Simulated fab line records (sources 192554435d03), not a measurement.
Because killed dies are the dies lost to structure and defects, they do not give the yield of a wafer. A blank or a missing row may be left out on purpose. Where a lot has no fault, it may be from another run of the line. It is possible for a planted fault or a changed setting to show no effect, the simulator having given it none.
fab line records	flow n5_finfet
[record] lots = 8	wafers = 24	last_day = 17
route steps=1938 shown BEOL_M1@770 BEOL_M4@1111
lots untouched by any fault: they come from a run of this same line in which no faults occurred
start_h: hours from the record's opening day to when the first of the lot's shown wafers began	wait_h: how many hours have passed since the lot's step before this one	" identical to the entry in the row above	L1.1+2: a single row standing in for several wafers	- no value, or no start was given	* or withheld: withheld	< > ~ a bound
route shown NAME@n: a module of which the file shows steps, and the number in the route of the first	usual: mean/standard deviation of fault-free wafers	same: alike in all rows	chamber/n: place in a boat	sites: each site's reading	_std_site: their standard deviation	_edge_site: outer sites' mean less inner sites'	radius_mm: how far each site lies from the wafer's centre	mask NAME#n: copy n	behind: the most recent tool/chamber to have shaped the wafer	hold: cause of the lot's hold/its duration in hours/its outcome	device: the n, p or np transistor that did not switch	end of line: tests of these same wafers at the route's end	for a step that has no rows: nothing shown but its recipe	killed: the dies lost at the first sort to structure and to defects; this is not the yield of the wafer	map: shows each die of a wafer: x if killed, . if not, _ if none is there
set.NAME: setting as actually run; set.NAME@STEP: the setting as run at that earlier step	model.NAME: the simulator's own value behind a step, which no gauge read
the route's steps for a sample of lots (tables are steps, rows are wafers)
services: a tool's chamber out of use, with start hour (start_h, from the record's first day; less than 0 if before it), hours out, and reason
[[steps]]
[step N5_BEOL_M1_ETCH_64]
[recipe] chemistry = N2/H2	target = SOC	target_depth_a = 750	overetch_a = 150	mask_material = SiARC	temp_c = 40	time_s = 112.5	ion_energy_ev = 200	pressure_mtorr = 30	source_w = 840	bias_w = 150	n2_flow_sccm = 200	h2_flow_sccm = 200
[usual] drypump_motor_current_A = 5.7/0.46	oes_product_au = 0.63/0.078	rf_vpp_V = 524.5/2.5	showerhead_plenum_p_Torr = 2.57/0.079	throttle_valve_pct = 17.9/0.34
lot.wafer	tool	chamber	start_h	wait_h	drypump_motor_current_A	oes_product_au	rf_hours_counter_h	rf_vpp_V	showerhead_plenum_p_Torr	throttle_valve_pct
L371.2	rie_diel-04	2	149.67	0.0	4.9	0.65	78	523.6	2.58	17.7
L371.4	"	3	"	"	5.0	0.73	20	524.7	2.59	17.3
L371.5	"	1	"	"	6.2	0.54	-	521.1	2.41	18.1
L375.1	rie_diel-02	0	153.93	0.0	6.0	0.60	179	523.8	2.53	18.0
L375.2	"	2	"	"	5.7	0.55	237	524.2	2.51	18.2
L375.6	"	1	"	"	5.8	0.58	-	525.3	2.66	18.2
L373.1	rie_diel-02	0	154.33	0.0	6.0	0.59	179	523.7	2.53	18.0
L373.2	"	2	"	"	5.7	0.55	237	521.1	2.51	18.2
L373.6	"	1	"	"	5.8	0.58	-	526.0	2.66	18.2
L376.3	rie_diel-04	2	160.29	0.0	4.9	0.65	81	523.3	2.58	17.7
L376.4	"	0	"	"	5.2	0.76	6	528.6	2.68	17.1
L376.6	"	3	"	"	5.0	0.70	-	524.7	2.59	17.3
L382.1	rie_diel-02	0	197.70	0.0	6.0	0.59	192	521.9	2.52	18.0
L382.2	"	3	"	"	5.4	0.70	37	527.6	2.72	17.8
L382.6	"	3	"	"	5.4	0.70	-	527.6	2.72	17.8
L389.1	rie_diel-05	1	223.11	0.0	5.6	0.55	222	524.1	2.53	18.1
L389.4	"	0	"	"	6.5	0.56	-	526.1	2.61	18.1
L389.5	"	1	"	"	5.6	0.55	-	523.1	2.53	18.1
L391.2	rie_diel-04	2	247.34	0.0	4.9	0.62	105	525.6	2.57	17.7
L391.5	"	3	"	"	5.0	0.68	-	524.3	2.58	17.4
L391.6	"	2	"	"	4.9	0.62	-	524.0	2.57	17.7
L394.1	rie_diel-05	0	263.61	0.0	6.4	0.56	217	525.0	2.61	18.1
L394.2	"	2	"	"	5.8	0.69	44	521.2	2.48	17.5
L394.5	"	3	"	"	5.3	0.76	-	523.4	2.52	18.0
[step N5_BEOL_M1_ETCH_77]
[recipe] chemistry = N2/H2	target = underlayer	target_depth_a = 65	mask_material = CAR-EUV	time_s = 5.2	ion_energy_ev = 200	pressure_mtorr = 30	source_w = 840	bias_w = 150	n2_flow_sccm = 200	h2_flow_sccm = 200	ends = cleared
[usual] drypump_motor_current_A = 5.6/0.48	etch_rf_on_time_s = 5.25/0.14	oes_product_au = 0.66/0.083	rf_vpp_V = 524.4/2.6	showerhead_plenum_p_Torr = 2.57/0.078	throttle_valve_pct = 17.9/0.38
lot.wafer	tool	chamber	start_h	wait_h	drypump_motor_current_A	etch_rf_on_time_s	oes_product_au	rf_hours_counter_h	rf_vpp_V	showerhead_plenum_p_Torr	throttle_valve_pct
L371.2	rie_diel-04	3	150.50	0.0	5.0	5.23	0.77	20	524.1	2.59	17.4
L371.4	"	2	"	"	4.9	5.07	0.70	78	523.0	2.58	17.7
L371.5	"	0	"	"	5.3	5.17	0.83	-	529.9	2.69	17.2
L375.1	rie_diel-05	3	154.76	0.0	5.3	5.14	0.59	230	522.9	2.53	18.4
L375.2	"	2	"	"	5.7	5.17	0.82	10	520.8	2.50	17.5
L375.6	"	0	"	"	6.5	5.25	0.61	-	525.0	2.62	18.1
L373.1	rie_diel-05	0	155.15	0.0	6.5	5.23	0.62	184	525.7	2.62	18.1
L373.2	"	1	"	"	5.6	5.42	0.59	205	524.4	2.54	18.0
L373.6	"	3	"	"	5.3	5.12	0.59	-	523.7	2.53	18.4
L376.3	rie_diel-02	2	161.97	0.0	5.7	5.13	0.59	239	522.8	2.51	18.2
L376.4	"	3	"	"	5.4	5.23	0.77	26	528.7	2.72	17.8
L376.6	"	1	"	"	5.9	5.34	0.62	-	526.9	2.66	18.3
L382.1	rie_diel-05	0	198.59	0.0	6.5	5.28	0.62	197	526.5	2.61	18.2
L382.2	"	1	"	"	5.5	5.56	0.58	215	522.5	2.54	18.1
L382.6	"	3	"	"	5.3	5.10	0.58	-	521.9	2.52	18.4
L389.1	rie_diel-02	0	224.06	0.0	6.0	5.44	0.60	202	521.9	2.52	18.1
L389.4	"	0	"	"	6.0	5.49	0.60	-	521.5	2.52	18.1
L389.5	"	3	"	"	5.4	5.24	0.74	-	528.9	2.71	17.8
L391.2	rie_diel-02	0	248.25	0.0	6.1	5.45	0.60	208	522.7	2.52	18.1
L391.5	"	3	"	"	5.4	5.24	0.73	-	529.1	2.71	17.8
L391.6	"	1	"	"	5.8	5.35	0.60	-	525.8	2.65	18.3
L394.1	rie_diel-04	0	264.51	0.0	5.3	5.28	0.75	34	526.4	2.67	17.2
L394.2	"	2	"	"	4.9	5.11	0.68	111	526.3	2.57	17.8
L394.5	"	2	"	"	4.9	5.12	0.68	-	525.0	2.57	17.8
[step N5_BEOL_M1_ETCH_70]
[recipe] chemistry = N2/H2	target = SOC	target_depth_a = 800	overetch_a = 160	mask_material = SiARC	temp_c = 40	time_s = 120	ion_energy_ev = 200	pressure_mtorr = 30	source_w = 840	bias_w = 150	n2_flow_sccm = 200	h2_flow_sccm = 200
[usual] drypump_motor_current_A = 5.7/0.42	oes_product_au = 0.60/0.075	rf_vpp_V = 524.8/2.5	showerhead_plenum_p_Torr = 2.58/0.087	throttle_valve_pct = 17.9/0.33
lot.wafer	tool	chamber	start_h	wait_h	drypump_motor_current_A	oes_product_au	rf_hours_counter_h	rf_vpp_V	showerhead_plenum_p_Torr	throttle_valve_pct
L371.2	rie_diel-05	3	153.59	0.0	5.3	0.53	230	523.4	2.53	18.3
L371.4	"	0	"	"	6.5	0.55	184	526.5	2.62	18.1
L371.5	"	3	"	"	5.3	0.53	-	522.7	2.53	18.3
L375.1	rie_diel-05	1	161.16	0.0	5.5	0.54	207	524.7	2.54	18.0
L375.2	"	2	"	"	5.8	0.72	12	521.9	2.50	17.5
L375.6	"	3	"	"	5.3	0.53	-	522.5	2.53	18.3
L373.1	rie_diel-02	3	161.40	0.0	5.4	0.68	26	528.2	2.72	17.7
L373.2	"	2	"	"	5.7	0.53	239	522.5	2.51	18.2
L373.6	"	0	"	"	6.0	0.57	-	524.6	2.53	18.0
L376.3	rie_diel-02	1	165.27	0.0	5.9	0.57	176	526.6	2.66	18.2
L376.4	"	0	"	"	6.0	0.57	183	522.8	2.53	18.0
L376.6	"	3	"	"	5.4	0.69	-	528.8	2.72	17.7
L382.1	rie_diel-02	3	207.42	0.0	5.4	0.66	40	528.3	2.72	17.7
L382.2	"	0	"	"	6.0	0.56	195	523.4	2.52	18.0
L382.6	"	0	"	"	6.0	0.56	-	522.9	2.52	18.0
L389.1	rie_diel-04	2	230.89	0.0	4.9	0.61	100	523.7	2.57	17.7
L389.4	"	3	"	"	5.0	0.67	42	525.5	2.58	17.4
L389.5	"	0	"	"	5.3	0.69	-	528.8	2.68	17.1
L391.2	rie_diel-05	2	248.91	0.0	5.7	0.67	41	522.3	2.49	17.5
L391.5	"	0	"	"	6.5	0.55	-	525.7	2.61	18.1
L391.6	"	3	"	"	5.3	0.75	-	522.1	2.52	18.0
L394.1	rie_diel-02	0	271.14	0.0	6.1	0.56	217	523.3	2.51	18.1
L394.2	"	3	"	"	5.4	0.65	61	527.2	2.71	17.8
L394.5	"	0	"	"	6.0	0.55	-	524.1	2.51	18.0
[step N5_BEOL_M1_CD_MEAS_35]
[recipe] target_cd_nm = 18	target_cd_y_nm = 21	polarity = opening
[usual] cd_nm = 17.9/0.38
lot.wafer	tool	chamber	start_h	wait_h	cd_nm
L371.2	cd_sem-02	-	154.20	0.0	18.3
L371.4	"	-	"	"	17.7
L371.5	"	-	"	"	17.8
L375.1	cd_sem-03	-	161.67	0.0	17.7
L375.2	"	-	"	"	18.2
L375.6	"	-	"	"	18.0
L373.1	cd_sem-01	-	161.92	0.0	17.6
L373.2	"	-	"	"	17.9
L373.6	"	-	"	"	18.1
L376.3	cd_sem-03	-	165.78	0.0	18.5
L376.4	"	-	"	"	17.4
L376.6	"	-	"	"	18.7
L382.1	cd_sem-01	-	207.93	0.0	19.2
L382.2	"	-	"	"	18.4
L382.6	"	-	"	"	18.2
L389.1	cd_sem-03	-	231.40	0.0	18.1
L389.4	"	-	"	"	18.1
L389.5	"	-	"	"	18.1
L391.2	cd_sem-03	-	249.42	0.0	17.9
L391.5	"	-	"	"	18.2
L391.6	"	-	"	"	17.7
L394.1	cd_sem-01	-	271.65	0.0	17.4
L394.2	"	-	"	"	17.8
L394.5	"	-	"	"	17.3
[step N5_BEOL_M1_SPUTTER_79]
[recipe] material = Cu	target_thk_a = 45	temp_c = -20	chamber_pressure_pa = 0.07	power_w = withheld	time_s = 8.29
[usual] throttle_valve_pct = 30.1/0.88
lot.wafer	tool	chamber	start_h	wait_h	throttle_valve_pct
L371.2	pvd_sputter-01	-	157.39	0.1	28.5
L371.4	"	-	"	"	29.5
L371.5	"	-	"	"	30.4
L375.1	pvd_sputter-03	-	162.52	0.1	30.7
L375.2	"	-	"	"	30.8
L375.6	"	-	"	"	31.1
L373.1	pvd_sputter-01	-	163.09	0.1	28.3
L373.2	"	-	"	"	29.4
L373.6	"	-	"	"	30.2
L376.3	pvd_sputter-02	-	168.02	0.1	29.9
L376.4	"	-	"	"	29.6
L376.6	"	-	"	"	29.7
L382.1	pvd_sputter-02	-	209.13	0.1	29.7
L382.2	"	-	"	"	29.7
L382.6	"	-	"	"	30.9
L389.1	pvd_sputter-01	-	233.11	0.1	30.5
L389.4	"	-	"	"	30.3
L389.5	"	-	"	"	30.3
L391.2	pvd_sputter-03	-	250.49	0.1	30.7
L391.5	"	-	"	"	31.3
L391.6	"	-	"	"	31.8
L394.1	pvd_sputter-02	-	273.51	0.1	31.0
L394.2	"	-	"	"	29.7
L394.5	"	-	"	"	29.9
[step N5_BEOL_M4_RC_MEAS_101]
[usual] DIBL_N = 36.6/2.1	DIBL_P = 36.5/2.7	IOFF_N = 0.17/0.043	IOFF_P = 0.22/0.045	ION_N = 674/17	ION_P = 461/9.9	SS_N = 71.7/0.79	SS_P = 73.4/0.79	VT_N = 249/4	VT_P = -250/3.3
lot.wafer	tool	chamber	start_h	wait_h	DIBL_N[mV/V]	DIBL_P[mV/V]	IOFF_N[nA/um]	IOFF_P[nA/um]	ION_N[uA/um]	ION_P[uA/um]	SS_N[mV/dec]	SS_P[mV/dec]	VT_N[mV]	VT_P[mV]
L371.2	prober-01	0	188.87	0.2	33.1	33.5	0.10	0.14	647	443	70.5	71.6	258	-256
L371.4	"	0	"	"	34.9	36.1	0.14	0.18	658	454	71.3	73.0	252	-254
L371.5	"	0	"	"	38.3	39.8	0.22	0.24	696	469	72.1	73.2	244	-251
L375.1	prober-01	0	194.77	0.0	39.7	39.8	0.19	0.27	657	452	71.8	75.0	249	-248
L375.2	"	0	"	"	36.1	32.2	0.13	0.15	644	439	70.9	72.2	254	-255
L375.6	"	0	"	"	35.1	33.3	0.12	0.17	645	449	70.6	72.6	254	-255
L373.1	prober-02	0	194.93	0.0	40.5	39.4	0.23	0.26	695	463	73.2	74.4	247	-250
L373.2	"	0	"	"	37.7	35.1	0.17	0.19	676	454	72.8	73.9	250	-254
L373.6	"	0	"	"	38.3	37.4	0.20	0.23	693	464	72.4	73.9	248	-248
L376.3	prober-02	0	215.73	0.3	39.5	41.3	0.25	0.30	692	469	73.0	74.9	244	-246
L376.4	"	0	"	"	39.0	40.2	0.25	0.30	689	468	72.0	74.1	242	-245
L376.6	"	0	"	"	37.1	36.6	0.20	0.23	687	465	72.0	73.9	248	-246
L382.1	prober-02	0	242.47	0.0	35.8	35.8	0.15	0.18	688	468	72.0	73.0	251	-252
L382.2	"	0	"	"	35.8	36.8	0.16	0.19	660	452	71.7	73.8	247	-252
L382.6	"	0	"	"	36.0	34.5	0.15	0.17	671	451	72.4	73.3	252	-252
L389.1	prober-01	0	267.84	0.0	37.2	37.6	0.17	0.22	658	452	71.1	74.0	250	-249
L389.4	"	0	"	"	38.0	39.5	0.20	0.25	682	465	72.1	73.7	245	-248
L389.5	"	0	"	"	35.6	34.8	0.15	0.18	673	455	71.3	73.8	251	-250
L391.2	prober-02	0	284.37	0.2	35.6	35.6	0.15	0.19	665	447	71.4	73.5	252	-254
L391.5	"	0	"	"	35.8	36.1	0.16	0.19	681	456	71.3	73.6	250	-254
L391.6	"	0	"	"	37.1	37.1	0.19	0.22	673	449	72.3	73.9	246	-253
L394.1	prober-02	0	320.30	0.0	38.0	35.3	0.19	0.20	693	467	72.9	73.4	246	-252
L394.2	"	0	"	"	37.7	35.8	0.16	0.20	654	445	71.8	73.4	251	-252
L394.5	"	0	"	"	35.5	33.8	0.14	0.17	680	472	71.3	73.6	251	-252
[[services]]
tool	chamber	start_h	hours	kind
pvd_sputter-01	-	128.15	7.3	repair
rie_diel-02	0	137.14	1.7	repair
pvd_sputter-01	-	138.01	14.9	repair
rie_diel-05	0	139.20	12.1	repair
pvd_sputter-02	-	152.82	8.3	repair
rie_diel-02	2	167.26	2.7	repair
rie_diel-04	3	171.42	1.6	repair
rie_diel-04	1	190.80	1.3	repair
rie_diel-02	2	204.99	-	clean
rie_diel-02	2	204.99	-	consumable_replace:focus_ring
rie_diel-02	2	204.99	19.7	scheduled_down
rie_diel-02	2	204.99	19.7	vent_cycle
rie_diel-05	3	222.62	-	clean
rie_diel-05	3	222.62	-	consumable_replace:focus_ring
rie_diel-05	3	222.62	24.3	scheduled_down
rie_diel-05	3	222.62	24.3	vent_cycle
rie_diel-05	-	229.87	0.2	repair
rie_diel-04	1	253.38	-	clean
rie_diel-04	1	253.38	-	consumable_replace:focus_ring
rie_diel-04	1	253.38	-	consumable_replace:showerhead
rie_diel-04	1	253.38	17.5	scheduled_down
rie_diel-04	1	253.38	17.5	vent_cycle
rie_diel-02	2	266.68	5.1	repair
[[key]]
[first_sign] step = N5_BEOL_M1_CD_MEAS_35	reading = cd_nm	direction = up	sigmas = 3.5	usual = 17.9	struck = 19.2
effect none on later readings
met_at N5_BEOL_M1_ETCH_64
struck_lots L382
struck_wafers L382.1
not_acting_at N5_BEOL_M1_ETCH_77,N5_BEOL_M1_ETCH_70,N5_BEOL_M1_SPUTTER_79
onset_between 154.33 197.70
[fault] kind = process_parameter_drift	tool = rie_diel-02	chamber = -	onset_h = 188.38	steps = N5_BEOL_M1_ETCH_64	channel = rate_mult	offset = 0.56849	shape = step	end_h = 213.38	scope = struck_wafers_only
